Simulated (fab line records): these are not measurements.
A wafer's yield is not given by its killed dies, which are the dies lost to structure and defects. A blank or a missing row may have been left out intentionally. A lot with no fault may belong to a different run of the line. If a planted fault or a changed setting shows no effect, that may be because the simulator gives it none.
fab line records    flow n5-finfet
record: lots: 9  wafers: 27  last-day: 17
route steps=1938 shown FIN_SAQP@140 FIN_CUT@172 BEOL_M4@1111 PASSIVATION@1936
lots that met no fault: taken from a fault-free run of the same line
start-h: the number of hours between the record's first day and the start of the first shown wafer of the lot    wait-h: time in hours since the lot's previous step    " unchanged from the row above    L1.1+2: one row covering several wafers at once    - no value present, or no start provided    * or withheld: withheld    < > ~ a bound
route shown NAME@n: a module of which the file shows steps, and the number in the route of the first    usual: average and standard deviation across the fault-free wafers    same: alike in all rows    chamber/n: place in a boat    sites: per-site readings    _std_site: how widely they spread, as a standard deviation    _edge_site: outer sites' mean less inner sites'    radius-mm: for every site, how far away it sits from the centre of the wafer    mask NAME#n: copy n    behind: the most recent tool/chamber to have shaped the wafer    hold: why the lot went on hold/how many hours it stayed there/how the hold came to an end    device: the transistor (n, p or np) that didn't switch    end of line: the route-end tests of the same wafers    step lacking rows: just its recipe    killed: the dies lost at the first sort to structure and to defects; this is not the yield of the wafer    map: the dies of a wafer, with x for killed, . for not killed, _ for no die there
set.NAME: the run value of the setting; set.NAME@STEP: its run value at that earlier step    model.NAME: the simulator's own value behind a step, which no gauge read
steps of the route over a sample of lots; a table a step, a row a wafer
services: the hour from which a tool's chamber was out of use, counted from the record's first day as start-h (under 0 if before that day), plus the number of hours and why
== steps ==
step: N5_FIN_SAQP_MANDREL2_REMOVE_60
recipe: chemistry: HBr/Cl2/O2  bt-time-s: 10  target: a-Si  stop-on: SiNx  endpoint: OES-SiCl  over-etch-frac: 1  icp-w: 600  bias-w: 22  HBr_flow_sccm: 150  Cl2_flow_sccm: 80  O2_flow_sccm: 5  pressure-mtorr: 10
usual: chamber-pressure-mTorr: 10.001/0.0087  drypump-motor-current-A: 5.9/0.47  oes-product-au: 1.002/0.021  throttle-valve-pct: 36.9/0.34
lot.wafer  tool       chamber  start-h  wait-h  chamber-pressure-mTorr  drypump-motor-current-A  oes-product-au  rf-hours-counter-h  throttle-valve-pct
L565.1     rie-si-02  3        27.69    0.1     10.005                  5.8                      1.005           73                  36.9
L565.2     "          1        "        "       9.998                   6.3                      1.016           92                  36.9
L565.4     "          2        "        "       10.012                  6.0                      0.959           7                   36.3
L567.1     rie-si-05  3        38.85    0.1     10.007                  6.5                      0.955           2                   37.7
L567.2     "          2        "        "       10.005                  4.8                      0.982           72                  37.0
L567.4     "          0        "        "       10.003                  5.8                      1.010           66                  36.8
L574.1     rie-si-01  1        80.62    0.1     10.000                  6.3                      1.008           65                  36.5
L574.2     "          3        "        "       10.005                  5.3                      1.016           86                  36.6
L574.5     "          1        "        "       10.002                  6.3                      1.003           -                   36.5
L577.1     rie-si-02  0        99.61    0.1     10.007                  6.4                      1.012           84                  37.1
L577.4     "          3        "        "       10.004                  5.9                      1.010           75                  36.9
L577.5     "          0        "        "       9.985                   6.4                      1.013           -                   37.1
L581.4     rie-si-05  2        121.44   0.1     9.998                   4.8                      0.976           73                  37.0
L581.5     "          0        "        "       10.008                  5.8                      1.024           -                   36.8
L581.6     "          3        "        "       10.003                  6.5                      0.986           -                   37.7
L582.2     rie-si-02  2        128.20   0.1     10.004                  6.0                      0.995           9                   36.3
L582.3     "          0        "        "       10.002                  6.4                      1.023           85                  37.1
L582.5     "          2        "        "       10.008                  6.0                      0.990           -                   36.3
L583.2     rie-si-05  3        134.40   0.1     9.992                   6.5                      0.969           4                   37.7
L583.4     "          0        "        "       9.985                   5.7                      1.025           68                  36.8
L583.5     "          1        "        "       10.007                  5.5                      1.009           -                   36.8
L587.2     rie-si-02  0        158.59   0.1     9.998                   6.4                      1.034           85                  37.1
L587.4     "          3        "        "       10.005                  5.9                      1.016           76                  36.9
L587.6     "          2        "        "       9.995                   6.0                      0.985           -                   36.3
L588.2     rie-si-01  0        164.81   0.1     10.019                  6.0                      0.979           160                 36.7
L588.3     "          1        "        "       10.021                  6.3                      1.014           67                  36.5
L588.4     "          3        "        "       10.004                  5.3                      1.009           88                  36.7
step: N5_FIN_SAQP_FIN_ETCH_36
recipe: chemistry: HBr/Cl2/O2  target-depth-a: 1200  mask-material: SiNx  time-s: 50.4  bias-w: 102  pressure-mtorr: 10  icp-w: 800  HBr_flow_sccm: 150  Cl2_flow_sccm: 80  O2_flow_sccm: 12
usual: chamber-pressure-mTorr: 10.000/0.0085  drypump-motor-current-A: 5.8/0.51  oes-product-au: 0.996/0.027  throttle-valve-pct: 36.2/0.36
lot.wafer  tool       chamber  start-h  wait-h  chamber-pressure-mTorr  drypump-motor-current-A  oes-product-au  rf-hours-counter-h  throttle-valve-pct
L565.1     rie-si-05  0        28.14    0.0     10.008                  5.8                      1.006           66                  36.1
L565.2     "          2        "        "       10.000                  4.8                      0.956           71                  36.4
L565.4     "          3        "        "       9.983                   6.5                      0.961           2                   37.1
L567.1     rie-si-01  3        39.44    0.0     10.012                  5.3                      1.047           85                  35.9
L567.2     "          0        "        "       10.001                  6.0                      0.995           158                 36.0
L567.4     "          1        "        "       10.000                  6.3                      1.012           65                  35.8
L574.1     rie-si-05  0        81.07    0.0     9.988                   5.8                      1.036           67                  36.1
L574.2     "          3        "        "       10.008                  6.5                      0.979           3                   37.0
L574.5     "          2        "        "       10.011                  4.8                      0.961           -                   36.4
L577.1     rie-si-05  3        100.22   0.0     10.003                  6.5                      0.963           3                   37.1
L577.4     "          0        "        "       10.003                  5.8                      1.022           67                  36.1
L577.5     "          2        "        "       10.009                  4.8                      0.936           -                   36.4
L581.4     rie-si-02  3        121.89   0.0     10.001                  5.9                      1.011           75                  36.2
L581.5     "          0        "        "       10.009                  6.4                      0.997           -                   36.4
L581.6     "          3        "        "       9.996                   5.9                      1.012           -                   36.2
L582.2     rie-si-01  2        128.79   0.0     10.004                  5.4                      1.011           80                  36.0
L582.3     "          1        "        "       9.997                   6.3                      1.014           66                  35.8
L582.5     "          3        "        "       9.981                   5.3                      1.033           -                   35.9
L583.2     rie-si-02  1        134.84   0.0     10.004                  6.3                      0.985           95                  36.3
L583.4     "          2        "        "       10.005                  6.0                      0.966           9                   35.7
L583.5     "          0        "        "       9.995                   6.4                      1.002           -                   36.4
L587.2     rie-si-05  1        159.03   0.0     10.011                  5.5                      0.998           4                   36.1
L587.4     "          3        "        "       10.001                  6.4                      0.967           4                   37.0
L587.6     "          3        "        "       10.005                  6.5                      0.964           -                   37.1
L588.2     rie-si-05  1        165.26   0.0     10.012                  5.5                      1.004           4                   36.1
L588.3     "          3        "        "       10.009                  6.5                      0.972           4                   37.0
L588.4     "          2        "        "       9.994                   4.8                      0.962           74                  36.4
step: N5_FIN_SAQP_OCD_MEAS_76
usual: trench-depth-nm: 119/3.2
lot.wafer  tool    chamber  start-h  wait-h  trench-depth-nm
L565.1     ocd-02  -        28.36    0.0     118
L565.2     "       -        "        "       115
L565.4     "       -        "        "       118
L567.1     ocd-01  -        39.66    0.0     126
L567.2     "       -        "        "       123
L567.4     "       -        "        "       121
L574.1     ocd-02  -        81.28    0.0     122
L574.2     "       -        "        "       120
L574.5     "       -        "        "       115
L577.1     ocd-02  -        100.44   0.0     118
L577.4     "       -        "        "       119
L577.5     "       -        "        "       112
L581.4     ocd-01  -        122.11   0.0     118
L581.5     "       -        "        "       118
L581.6     "       -        "        "       119
L582.2     ocd-01  -        129.01   0.0     121
L582.3     "       -        "        "       122
L582.5     "       -        "        "       124
L583.2     ocd-02  -        135.06   0.0     115
L583.4     "       -        "        "       116
L583.5     "       -        "        "       119
L587.2     ocd-01  -        159.25   0.0     117
L587.4     "       -        "        "       120
L587.6     "       -        "        "       118
L588.2     ocd-02  -        165.48   0.0     120
L588.3     "       -        "        "       120
L588.4     "       -        "        "       116
step: N5_FIN_CUT_STRIP_24
recipe: chemistry: CF4  resist: SiARC  power-w: 300  bias-power-w: 75  pressure-mtorr: 50  cf4-flow-sccm: 150  rf-frequency-hz: 6e+07
usual: bias-power-w: 74.99/0.25  cf4-flow-sccm: 150.0/0.44  chamber-pressure-mTorr: 50.00/0.047  drypump-motor-current-A: 5.5/0.43  oes-product-au: 0.80/0.073  rf-vpp-V: 271.5/1.6  showerhead-plenum-p-Torr: 1.80/0.059  throttle-valve-pct: 13.44/0.17
lot.wafer  tool         chamber  start-h  wait-h  bias-power-w  cf4-flow-sccm  chamber-pressure-mTorr  drypump-motor-current-A  oes-product-au  rf-hours-counter-h  rf-vpp-V  showerhead-plenum-p-Torr  throttle-valve-pct
L565.1     rie-diel-02  0        29.86    0.0     74.99         149.6          50.02                   5.1                      0.78            121                 272.3     1.80                      13.45
L565.2     "            2        "        "       75.42         150.4          50.08                   5.9                      0.75            153                 270.2     1.76                      13.52
L565.4     "            3        "        "       75.28         150.2          49.96                   5.5                      0.77            106                 271.8     1.86                      13.41
L567.1     rie-diel-02  2        40.66    0.0     75.37         151.0          49.94                   5.9                      0.75            158                 270.9     1.76                      13.51
L567.2     "            3        "        "       75.31         149.9          49.98                   5.5                      0.77            107                 273.4     1.86                      13.45
L567.4     "            0        "        "       74.87         150.0          50.00                   5.1                      0.78            -                   273.0     1.79                      13.45
L574.1     rie-diel-06  2        82.16    0.0     74.94         150.0          50.00                   5.4                      0.84            57                  272.7     1.89                      13.35
L574.2     "            3        "        "       74.59         150.3          50.02                   5.9                      0.81            106                 268.0     1.68                      13.26
L574.5     "            0        "        "       75.02         149.9          49.98                   5.6                      0.67            -                   272.3     1.84                      13.78
L577.1     rie-diel-05  3        102.09   0.0     74.60         150.1          49.96                   5.2                      0.89            23                  272.1     1.81                      13.25
L577.4     "            2        "        "       74.98         150.2          50.04                   5.1                      0.86            45                  272.4     1.88                      13.25
L577.5     "            3        "        "       75.11         150.2          50.02                   5.2                      0.90            -                   271.3     1.81                      13.26
L581.4     rie-diel-02  3        122.98   0.0     -             -              -                       -                        -               -                   -         -                         -
L581.5     "            2        "        "       -             -              -                       -                        -               -                   -         -                         -
L581.6     "            1        "        "       -             -              -                       -                        -               -                   -         -                         -
L582.2     rie-diel-05  2        129.97   0.0     -             -              -                       -                        -               -                   -         -                         -
L582.3     "            3        "        "       -             -              -                       -                        -               -                   -         -                         -
L582.5     "            2        "        "       -             -              -                       -                        -               -                   -         -                         -
L583.2     rie-diel-05  3        136.13   0.0     -             -              -                       -                        -               -                   -         -                         -
L583.4     "            1        "        "       -             -              -                       -                        -               -                   -         -                         -
L583.5     "            0        "        "       -             -              -                       -                        -               -                   -         -                         -
L587.2     rie-diel-05  1        160.14   0.0     75.19         150.2          49.97                   5.8                      0.89            32                  273.2     1.82                      13.39
L587.4     "            0        "        "       74.77         149.9          50.01                   6.0                      0.83            63                  272.2     1.80                      13.41
L587.6     "            2        "        "       74.97         150.2          49.96                   5.1                      0.83            -                   274.6     1.88                      13.29
L588.2     rie-diel-06  2        166.38   0.0     74.63         150.1          50.06                   5.4                      0.81            87                  272.7     1.88                      13.42
L588.3     "            3        "        "       75.00         149.8          50.01                   5.9                      0.79            136                 269.2     1.67                      13.31
L588.4     "            0        "        "       75.08         151.0          49.99                   5.6                      0.94            11                  271.4     1.84                      13.29
step: N5_BEOL_M4_RC_MEAS_101
usual: DIBL_N: 36.7/2.4  DIBL_P: 37.4/2.9  IOFF_N: 0.18/0.05  IOFF_P: 0.23/0.058  ION_N: 683/16  ION_P: 467/11  SS_N: 71.7/0.77  SS_P: 73.5/0.87  VT_N: 249/4.3  VT_P: -250/4.4
lot.wafer  tool       chamber  start-h  wait-h  DIBL_N[mV/V]  DIBL_P[mV/V]  IOFF_N[nA/um]  IOFF_P[nA/um]  ION_N[uA/um]  ION_P[uA/um]  SS_N[mV/dec]  SS_P[mV/dec]  VT_N[mV]  VT_P[mV]
L565.1     prober-01  0        157.25   0.8     38.7          41.7          0.22           0.29           691           467           72.6          75.5          244       -248
L565.2     "          0        "        "       35.2          37.8          0.16           0.22           671           461           71.3          73.5          251       -251
L565.4     "          0        "        "       33.1          33.2          0.11           0.14           657           456           71.1          72.6          254       -257
L567.1     prober-01  0        173.25   0.0     40.3          40.8          0.21           0.26           705           477           72.5          74.6          248       -248
L567.2     "          0        "        "       39.0          38.0          0.17           0.21           685           461           72.2          73.5          250       -254
L567.4     "          0        "        "       38.0          38.5          0.17           0.23           665           456           71.6          73.4          250       -252
L574.1     prober-01  0        216.10   0.0     38.4          38.5          0.19           0.28           692           482           72.2          74.2          249       -246
L574.2     "          0        "        "       38.5          38.8          0.21           0.29           703           484           72.1          73.7          245       -246
L574.5     "          0        "        "       37.4          36.5          0.18           0.26           680           470           72.1          73.5          245       -246
L577.1     prober-02  0        235.22   0.0     34.1          33.5          0.12           0.18           677           468           69.9          72.7          252       -252
L577.4     "          0        "        "       34.8          34.8          0.13           0.19           684           477           71.2          73.0          252       -249
L577.5     "          0        "        "       35.5          36.5          0.16           0.23           711           484           70.5          73.3          246       -246
L581.4     prober-01  0        259.35   0.5     39.2          41.4          0.21           0.29           693           474           72.1          74.3          249       -245
L581.5     "          0        "        "       36.9          37.3          0.16           0.22           668           459           71.3          72.6          250       -251
L581.6     "          0        "        "       36.5          37.2          0.14           0.20           665           456           71.3          73.1          253       -253
L582.2     prober-02  0        260.05   0.2     34.8          37.0          0.14           0.21           662           461           71.4          73.7          254       -249
L582.3     "          0        "        "       32.5          34.5          0.11           0.17           665           463           70.2          72.6          258       -253
L582.5     "          0        "        "       34.2          36.5          0.13           0.19           658           460           70.7          73.0          255       -252
L583.2     prober-01  0        266.93   0.2     33.5          32.2          0.11           0.16           670           464           71.7          72.3          256       -255
L583.4     "          0        "        "       38.5          38.8          0.20           0.25           689           472           72.1          74.1          247       -249
L583.5     "          0        "        "       38.0          37.9          0.20           0.25           702           474           72.0          74.1          247       -248
L588.2     prober-02  0        300.90   0.2     36.6          38.0          0.18           0.20           698           473           71.7          73.0          247       -252
L588.3     "          0        "        "       37.9          38.7          0.18           0.21           673           456           71.9          73.6          249       -252
L588.4     "          0        "        "       37.5          39.5          0.22           0.24           697           466           72.2          73.6          243       -249
L587.2     prober-02  0        304.06   0.2     37.8          37.7          0.18           0.20           684           457           71.9          74.1          248       -254
L587.4     "          0        "        "       34.3          34.0          0.11           0.15           670           468           71.0          72.7          254       -258
L587.6     "          0        "        "       33.2          33.0          0.10           0.14           668           462           70.1          72.2          257       -260
step: N5_PASSIVATION_PROBE_49
usual: defect-limited-yield: 91.4/1.6  killed_at_M0_to_M3: 31/11  killed_at_M4_up: 14/5.7  killed-at-contacts: 12/6  killed-at-front-end: 41/13  killed-at-other: 3.3/2.8  killed-dies: 101/19  killed-open: 67/14  killed-short: 33/8.2  sort_bin_5_function: 5.0/1.1  sort_bin_6_memory: 3.3/0.74  sort-n-pass: 1078/20  sort-yield-pct: 91.3/1.7
same: gross-dies: 1180  killed-at-back-side: 0  sort_bin_4_leakage[%]: 0  sort_bin_8_speed[%]: 0
lot.wafer  tool       chamber  start-h  wait-h  defect-limited-yield[%]  killed_at_M0_to_M3  killed_at_M4_up  killed-at-contacts  killed-at-front-end  killed-at-other  killed-dies  killed-open  killed-short  sort_bin_5_function[%]  sort_bin_6_memory[%]  sort-n-pass  sort-yield-pct[%]
L565.1     prober-02  -        254.75   0.0     94.2                     14                  11               4                   38                   1                68           36           31            3.2                     2.1                   1112         94.2
L565.2     prober-02  -        254.80   0.1     92.8                     26                  13               1                   43                   2                85           59           26            4.7                     2.3                   1095         92.8
L565.4     prober-02  -        254.90   0.2     92.5                     18                  9                5                   54                   3                89           55           25            4.2                     2.6                   1091         92.5
L567.1     prober-02  -        272.04   0.0     91.8                     30                  5                9                   49                   4                97           60           36            4.5                     3.4                   1083         91.8
L567.2     prober-02  -        272.09   0.1     90.7                     23                  6                10                  64                   7                110          56           46            5.6                     3.5                   1070         90.7
L567.4     prober-02  -        272.19   0.2     93.7                     12                  4                10                  46                   2                74           45           28            2.7                     3.3                   1106         93.7
killed by level:class
L565.1 GATE_CUT:geometric-particle:short=7 STI_FIN_REVEAL:geometric-particle:open=5 DUMMY_GATE:geometric-particle:open=5 GATE_CUT:geometric-particle:open=5 FIN_SAQP:geometric-particle:short=4 MOL_CONTACT_COAG:geometric-particle:open=4 BEOL_M0_SAQP:geometric-particle:short=4 BEOL_M2:geometric-particle:open=4
L565.2 STI_FIN_REVEAL:geometric-particle:open=10 FIN_SAQP:geometric-particle:open=9 BEOL_M4:geometric-particle:open=9 BEOL_M2:geometric-particle:open=8 FIN_SAQP:geometric-particle:short=7 BEOL_M0_SAQP:geometric-particle:open=6 BEOL_M3:geometric-particle:open=5 GATE_CUT:geometric-particle:short=4
L565.4 FIN_SAQP:geometric-particle:open=10 DUMMY_GATE:geometric-particle:open=8 HKMG_FIN:area-etch=7 FIN_SAQP:geometric-particle:short=6 STI_FIN_REVEAL:geometric-particle:open=6 DUMMY_GATE:geometric-particle:short=5 STARTING-WAFER:geometric-particle:open=5 MOL_CONTACT_COAG:geometric-particle:open=4
L567.1 FIN_SAQP:geometric-particle:short=13 FIN_SAQP:geometric-particle:open=11 BEOL_M3:geometric-particle:open=8 MOL_CONTACT_COAG:geometric-particle:open=8 DUMMY_GATE:geometric-particle:open=6 BEOL_M0_SAQP:geometric-particle:open=5 BEOL_M2:geometric-particle:open=5 ILD0:geometric-particle:short=4
L567.2 FIN_SAQP:geometric-particle:short=13 GATE_CUT:geometric-particle:short=12 FIN_SAQP:geometric-particle:open=11 GATE_CUT:geometric-particle:open=9 DUMMY_GATE:geometric-particle:open=7 MOL_CONTACT_COAG:geometric-particle:open=6 BEOL_M0_SAQP:geometric-particle:short=6 PASSIVATION:area-etch=5
L567.4 FIN_SAQP:geometric-particle:short=16 MOL_CONTACT_COAG:geometric-particle:open=10 FIN_SAQP:geometric-particle:open=8 STI_FIN_REVEAL:geometric-particle:open=4 DUMMY_GATE:geometric-particle:open=4 BEOL_M3:geometric-particle:open=4 DUMMY_GATE:geometric-particle:short=3 GATE_CUT:geometric-particle:short=3
== services ==
tool         chamber  start-h  hours  kind
rie-diel-06  -        9.88     15.6   pm
rie-diel-05  1        13.54    -      clean
rie-diel-05  1        13.54    -      consumable-replace:esc
rie-diel-05  1        13.54    -      consumable-replace:focus-ring
rie-diel-05  1        13.54    24.2   scheduled-down
rie-diel-05  1        13.54    24.2   vent-cycle
rie-diel-05  -        24.05    28.1   pm
rie-diel-02  3        33.27    5.6    repair
rie-diel-02  1        40.12    7.8    repair
rie-si-02    -        41.58    2.8    pm
rie-si-01    1        42.02    3.6    repair
rie-diel-02  -        44.13    2.8    pm
rie-si-01    0        53.77    3.4    repair
rie-si-05    2        62.70    5.8    repair
rie-diel-05  0        73.14    6.9    repair
rie-diel-02  2        79.85    2.1    repair
rie-diel-06  0        110.30   -      clean
rie-diel-06  0        110.30   -      consumable-replace:focus-ring
rie-diel-06  0        110.30   20.4   scheduled-down
rie-diel-06  0        110.30   20.4   vent-cycle
rie-diel-02  3        135.96   8.7    repair
== key ==
first-sign: step: N5_FIN_CUT_STRIP_24  reading: tool-record  direction: missing
effect none on later readings
met-at N5_FIN_CUT_STRIP_24
struck-lots L581,L582,L583
not-acting-at N5_FIN_SAQP_MANDREL2_REMOVE_60,N5_FIN_SAQP_FIN_ETCH_36,N5_FIN_SAQP_OCD_MEAS_76
onset-between 102.09 122.98
fault: kind: skipped-step-whole  tool: rie-diel-02,rie-diel-05  chamber: -  onset-h: 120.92  steps: N5_FIN_CUT_STRIP_24  scope: struck-lots-only
